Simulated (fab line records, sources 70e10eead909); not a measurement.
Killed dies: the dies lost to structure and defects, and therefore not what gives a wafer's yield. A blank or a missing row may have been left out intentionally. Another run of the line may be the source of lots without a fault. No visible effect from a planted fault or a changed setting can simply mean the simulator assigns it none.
A struck lot beside a sound one | flow nand harc | 14 out of 1302 route steps
Sound: these wafers, L488.2, L488.5, L488.6. Struck: wafers L492.1, L492.3, L492.6. The cause comes at the end.
For every step that has rows: the tool of each side, followed by ch and its chambers, followed by its first start. Under that, the readings that differ: sound wafers | struck wafers | difference of the means | sigmas: that difference in standard deviations of wafers without a fault.
alike: readings with means less than 2 such deviations apart, plus words and numbers identical on both sides. not compared: withheld readings, readings lacking a value on some wafer, bounds such as >300 that could conceal the same value, and numbers that have no deviation in the record and whose values overlap.
Wherever a step has rows on one side only, a row that says differs or no value, or a row with sigmas, the two part there. Numbers that have no deviation but don't overlap get no sigmas and don't part them. Lack of a reading on every wafer of one side parts them only where that side has two or more wafers.

NHARC_A_SGD_CUT_ETCHBACK_24: etches the open film in CH3F/O2, target depth 50 nm, time 92.857 s.
  sound on rie diel-10 ch 0,1, day 24 02:04; struck on rie diel-10 ch 0,3, day 24 12:43
  alike: drypump motor current A, mfc ar sccm, oes product au, rf vpp V, showerhead plenum p Torr, throttle valve pct
  not compared: rf hours counter h
NHARC_A_SGD_CUT_STRIP_28: strips in O2, time 20 s.
  sound on rie diel-10 ch 0,1,3; struck on rie diel-10 ch 0,1,2
  alike: drypump motor current A, mfc ar sccm, oes product au, rf vpp V, showerhead plenum p Torr, throttle valve pct
  not compared: rf hours counter h
NHARC_A_SGD_CUT_INSPECT_25:
  sound: defect inspect-02 at day 24 02:19; struck: defect inspect-01 at day 24 12:58
  alike: raw defect count
NHARC_A_SLIT_DEP_25: deposits SiO2, target thk 200 nm.
  sound on pecvd-04 ch 0,1,2, day 24 02:23; struck on pecvd-02 ch 1,2, day 24 13:03
  alike: chamber pressure Torr, heater power w, throttle valve pct
NHARC_A_SLIT_DEP_00: deposits aC, target thk 6200 nm.
  sound on acl dep-03 ch 0, day 24 06:55; struck on acl dep-03 ch 0, day 24 17:58
  alike: throttle valve pct
NHARC_A_SLIT_DEP_23: deposits SiON, target thk 100 nm.
  sound on pecvd-02 ch 0,2, day 24 10:04; struck on pecvd-04 ch 0,1,2, day 24 21:47
  alike: chamber pressure Torr, heater power w
then, 6 steps without rows for these wafers: NHARC_A_SLIT_DEHYDRATE_01 (time 120 s); NHARC_A_SLIT_HMDS_02 (time 30 s); NHARC_A_SLIT_COAT_03 (resist thk 90 nm); NHARC_A_SLIT_SOFTBAKE_04 (time 55 s); NHARC_A_SLIT_EBR_05; NHARC_A_SLIT_EXPOSE_06 (exposes mask SLIT).
NHARC_A_SLIT_PEB_07: peb time 65 s.
  sound on litho track-04 ch 0, day 24 10:37; struck on litho track-04, day 24 22:16
  no value came back on the struck wafers for chill plate temp C (C), exhaust pa (Pa); on the sound wafers chill plate temp C (C) reads 23.11 22.96 22.73
then, 1 step without rows for these wafers: NHARC_A_SLIT_DEVELOP_08 (develop time 35 s).

WHERE THEY PART
Only at NHARC_A_SLIT_PEB_07, within this record.

WHY: whatever the simulator had introduced
Whole step skipped at NHARC_A_SLIT_PEB_07 on litho track-04, starting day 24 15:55. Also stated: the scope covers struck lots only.
